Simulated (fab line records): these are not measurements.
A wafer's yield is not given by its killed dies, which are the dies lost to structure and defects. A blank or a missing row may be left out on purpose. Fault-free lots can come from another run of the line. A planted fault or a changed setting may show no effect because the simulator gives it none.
Struck lot and sound lot, side by side | flow n5_finfet | 16 out of 1938 route steps
Sound: wafers L821.2, L821.3, L821.4. Struck: wafers L820.1, L820.6 (left out: L820.2, a lot-mate that was not struck); the cause follows at the end.
Per side, at each step with rows, come the tool, then ch with its chambers, and then its first start. Under that, the readings that differ: sound wafers | struck wafers | difference of the means | sigmas: that difference in standard deviations of wafers without a fault.
alike: same words and numbers on both sides, and readings whose means sit less than 2 such deviations apart. not compared: any withheld reading, any reading some wafer has no value for, any bound like >300 that may hide the same value, and any number with overlapping values for which the record gives no deviation.
A row with sigmas, a row that says differs or no value, or rows on one side alone: a step with any of these is where the two part. When numbers do not overlap yet have no deviation, they are printed without sigmas and do not part them. Lack of a reading on every wafer of one side parts them only where that side has two or more wafers.

first, 3 steps without rows for these wafers: N5_BEOL_M5_ANNEAL_89 (time 1800 s); N5_BEOL_M5_SPUTTER_90 (material Cu, target thk 4.5 nm, time 8.29 s); N5_BEOL_M5_ECD_50 (material Cu, target thk 300 nm).
N5_BEOL_M5_ANNEAL_51: time 90 s.
  sound on rtp_anneal-01 ch 0, day 9 20:40; struck on rtp_anneal-02 ch 0, day 10 00:13
  alike: wafer_temp_C_max
N5_BEOL_M5_CMP_52: polishes, stops on SiCOH lowk, t overpolish 6.9 s, target thk 62 nm.
  sound on cmp-01 ch 0,2,3, day 9 20:56; struck on cmp-01 ch 3, day 10 00:35
  alike: barrier_field_endpoint_s, motor_current_A, overpolish_run_s, time_to_endpoint_s
N5_BEOL_M5_THK_MEAS_53: measures by xrf.
  struck on film_metro-01, day 10 00:53; sound on film_metro-02, day 9 21:13
  alike: M5_THK
N5_BEOL_M5_PRE_CLEAN_77: time 15 s.
  sound on cvd_co-02 ch 1,2, day 9 21:16; struck on cvd_co-01 ch 0, day 10 00:55
  alike: heater_power_w, rf_fwd_power_W
  not compared: since_wet_clean_h
N5_BEOL_M5_CO_CAP_78: material Co, precursor CCTBA/H2, target thk 2 nm, time 102.1 s.
  sound on cvd_co-02 ch 1,2, day 9 21:18; struck on cvd_co-01 ch 0, day 10 00:57
  alike: heater_power_w
  not compared: since_wet_clean_h
then, 1 step without rows for these wafers: N5_BEOL_M5_PRE_CLEAN_55 (time 15 s).
N5_BEOL_M5_DEP_56: deposits SiCN from 3MS/NH3, target thk 8 nm, time 14 s.
  sound on pecvd-03 ch 1,2, day 9 21:25; struck on pecvd-03 ch 0,2, day 10 01:04
  alike: rf_fwd_power_W, showerhead_plenum_p_Torr, throttle_valve_pct
  not compared: since_wet_clean_h
N5_BEOL_M5_RS_MEAS_57: a four-point-probe measurement.
  struck on film_metro-01, day 10 01:08; sound on film_metro-01, day 9 21:29
  alike: M5_RS
N5_BEOL_M5_INSPECT_58: inspects for defects (darkfield).
  struck on defect_inspect-01, day 10 01:10; sound on defect_inspect-01, day 9 21:31
  alike: raw_defect_count
N5_BEOL_M6_ILD_DEP_00: deposits SiCOH lowk from DEMS/porogen, target thk 179.75 nm, time 33.4 s.
  sound on pecvd-04 ch 0,1, day 9 21:32; struck on pecvd-04 ch 0, day 10 01:12
  reading              | sound                | struck        | difference | sigmas
  susceptor_temp_C (C) | 299.70 299.73 300.14 | 296.68 296.60 | -3.22      | -17
  alike: heater_power_w, rf_fwd_power_W, showerhead_plenum_p_Torr, throttle_valve_pct
  not compared: since_wet_clean_h, model.SiCOH_lowk_of_BEOL_M6_ILD_DEP_00.thk_nm
N5_BEOL_M6_CURE_74: cures SiCOH lowk, time 240 s.
  sound on uv_cure-01 ch 1, day 9 21:43; struck on uv_cure-03 ch 0, day 10 01:17
  alike: lamp_power_pct, wafer_temp_C_max
  not compared: model.SiCOH_lowk_of_BEOL_M6_ILD_DEP_00.thk_nm
N5_BEOL_M6_THK_MEAS_01:
  struck on film_metro-01, day 10 01:48; sound on film_metro-02, day 9 22:08
  alike: M6_ILD_THK
N5_PASSIVATION_PROBE_49:
  sound wafers here have rows in the record (prober-02, day 14 11:50); struck ones have none

== WHERE THEY PART ==
First at N5_BEOL_M6_ILD_DEP_00; last, within this record, at N5_PASSIVATION_PROBE_49.

WHY: what had been put in by the simulator
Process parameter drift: pecvd-04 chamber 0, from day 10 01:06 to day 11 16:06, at N5_BEOL_M6_ILD_DEP_00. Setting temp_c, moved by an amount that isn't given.
